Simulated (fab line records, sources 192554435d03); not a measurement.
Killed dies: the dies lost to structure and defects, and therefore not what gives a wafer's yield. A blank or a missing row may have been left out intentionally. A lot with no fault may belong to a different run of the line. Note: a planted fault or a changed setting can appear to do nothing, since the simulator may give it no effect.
One fault through the eyes of 3 desks :: flow n5Finfet :: only its own numbers are on each desk; what lay behind them is given at the end

== THE DEFECT DESK ==
What the inspections along the route counted, lot by lot: means of the sampled wafers that have a number. Marked OUT: a lot whose mean sits more than 4 standard deviations from the usual mean, which makes it out of limits; the brackets give that distance.
Columns: A = rawDefectCount at N5_BEOL_M10_INSPECT_30, usual 415
lot: L856
first seen here: day 11 14:00
A: 360

lot: L853
first seen here: day 11 17:40
A: 415

lot: L863
first seen here: day 14 11:26
A: 471

lot: L865
first seen here: day 14 14:14
A: 393

lot: L874
first seen here: day 17 04:33
A: 380

lot: L875
first seen here: day 17 06:41
A: 520
This desk's verdict: no lot among the 6 shows anything out of limits.

== FOR THE TOOL OWNER'S DESK: rieDiel-02 ==
The tool's own readings at N5_BEOL_M10_VIA_ETCH_34 (etches SiCOH lowk in C4F6/O2, target depth 184.5 nm, time 69.2 s): means of the sampled wafers that have a number, for each lot that ran on this tool. Marked OUT: a lot whose mean sits more than 4 standard deviations from the usual mean, which makes it out of limits; the brackets give that distance.
Columns: A = biasW at N5_BEOL_M10_VIA_ETCH_34, usual 185.0 W; B = drypumpMotorCurrentA at N5_BEOL_M10_VIA_ETCH_34, usual 5.7 A; C = oesProductAu at N5_BEOL_M10_VIA_ETCH_34, usual 0.81 a.u.; D = rfVppV at N5_BEOL_M10_VIA_ETCH_34, usual 672 V; E = showerheadPlenumPTorr at N5_BEOL_M10_VIA_ETCH_34, usual 2.87 Torr; F = throttleValvePct at N5_BEOL_M10_VIA_ETCH_34, usual 20.91 %
lot: L856
first seen here: day 11 14:14
A: 185.0
B: 5.6
C: 0.72
D: 670
E: 2.79
F: 21.13

lot: L863
first seen here: day 14 12:07
A: 174.4 (-22) OUT
B: 5.7
C: 0.80
D: 636
E: 2.89
F: 20.62

lot: L865
first seen here: day 14 14:30
A: 174.3 (-22) OUT
B: 5.7
C: 0.80
D: 631
E: 2.91
F: 20.72
This desk finds L863, L865 out of limits, L863 being first, at day 14 12:07 (biasW at N5_BEOL_M10_VIA_ETCH_34). In limits: L856.

== FROM THE METROLOGY DESK ==
Lot by lot, what the gauges showed, no matter which tool ran the lot: averages of those sampled wafers that carry a number. Marked OUT: a lot whose mean sits more than 4 standard deviations from the usual mean, which makes it out of limits; the brackets give that distance.
Columns: A = cdNm at N5_BEOL_M10_CD_MEAS_28, usual 69.5 nm; B = V9_OVL at N5_BEOL_M10_OVL_MEAS_29, usual 0.5 nm
lot: L856
first seen here: day 11 13:57
A: 71.4
B: 1.3

lot: L853
first seen here: day 11 17:37
A: 69.8
B: 0.9

lot: L863
first seen here: day 14 11:23
A: 67.3
B: -0.3

lot: L865
first seen here: day 14 14:11
A: 69.5
B: 0.5

lot: L874
first seen here: day 17 04:30
A: 69.9
B: 0.6

lot: L875
first seen here: day 17 06:37
A: 71.0
B: -0.2
This desk's verdict: no lot among the 6 shows anything out of limits.

== TAKEN TOGETHER ==
The tool owner's desk could have raised an alarm at day 14 12:07, on L863, L865.
Nothing out of limits was seen by the defect desk.
Nothing out of limits was seen by the metrology desk.
The defect desk has L863, L865 on record, within its limits.
The metrology desk holds a record of L863, L865, inside its limits.
Every lot named ran N5_BEOL_M10_VIA_ETCH_34 on rieDiel-02.

== WHAT WAS PUT IN BY THE SIMULATOR ==
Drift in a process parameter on rieDiel-02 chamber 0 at N5_BEOL_M10_VIA_ETCH_34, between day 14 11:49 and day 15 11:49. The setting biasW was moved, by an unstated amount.
Struck lots among those shown: L863, L865.
Hours from the fault's start to each desk's first reading out of limits: the tool owner's desk, 0.
